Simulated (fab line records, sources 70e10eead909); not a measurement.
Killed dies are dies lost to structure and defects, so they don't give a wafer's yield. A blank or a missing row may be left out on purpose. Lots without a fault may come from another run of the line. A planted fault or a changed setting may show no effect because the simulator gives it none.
Chamber matching | flow nand_harc | NHARC_A_SGD_CUT_ETCH_58 on rie_diel-09: 4 sister chambers
The step etches the open film in CF4, target depth 39 nm, time 65 s. 8 wafers are shown with their chamber, then 8 later ones without.

WAFERS WITH THEIR CHAMBER
wafer  | chamber | drypump_motor_current_A (A) | oes_product_au (a.u.)
L074.3 | 0       | 6.5                         | 0.997
L078.5 | 0       | 6.4                         | 0.996
L081.1 | 3       | 5.5                         | 0.988
L084.2 | 3       | 5.5                         | 0.991
L084.5 | 1       | 5.4                         | 1.016
L090.5 | 2       | 4.8                         | 1.009
L090.6 | 1       | 5.4                         | 1.013
L088.4 | 2       | 4.8                         | 1.009

WAFERS WITHOUT THEIR CHAMBER
wafer  | drypump_motor_current_A (A) | oes_product_au (a.u.)
L088.5 | 5.5                         | 1.000
L088.6 | 4.8                         | 1.011
L091.1 | 5.4                         | 1.012
L091.2 | 5.5                         | 0.996
L091.5 | 5.4                         | 1.007
L093.1 | 5.4                         | 1.002
L093.2 | 4.8                         | 1.013
L093.6 | 4.8                         | 1.001

WHICH CHAMBER EACH WENT THROUGH
wafer  | from the rows above     | in truth
L088.5 | 3                       | 3
L088.6 | 2                       | 2
L091.1 | 1                       | 1
L091.2 | 3                       | 3
L091.5 | 1                       | 1
L093.1 | can't be placed: 1 or 3 | 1
L093.2 | 2                       | 2
L093.6 | 2                       | 2
Placed correctly: 7 of 8. Can't be placed from these rows: 1 (the true chamber is among the candidates in 1). Placed wrongly: 0.
How it was worked out, from the rows above alone: a wafer's distance from a chamber is the root of the sum, over the readings, of the square of ((its reading less the chamber's mean) divided by the reading's scatter). The wafer belongs to the nearest chamber; if the next one is less than 2 further off, it can't be placed. A chamber's mean is the mean of its shown wafers. The scatter: the root of (the sum of the squares of (reading less its chamber's mean) over the shown wafers, divided by (wafers less chambers)).
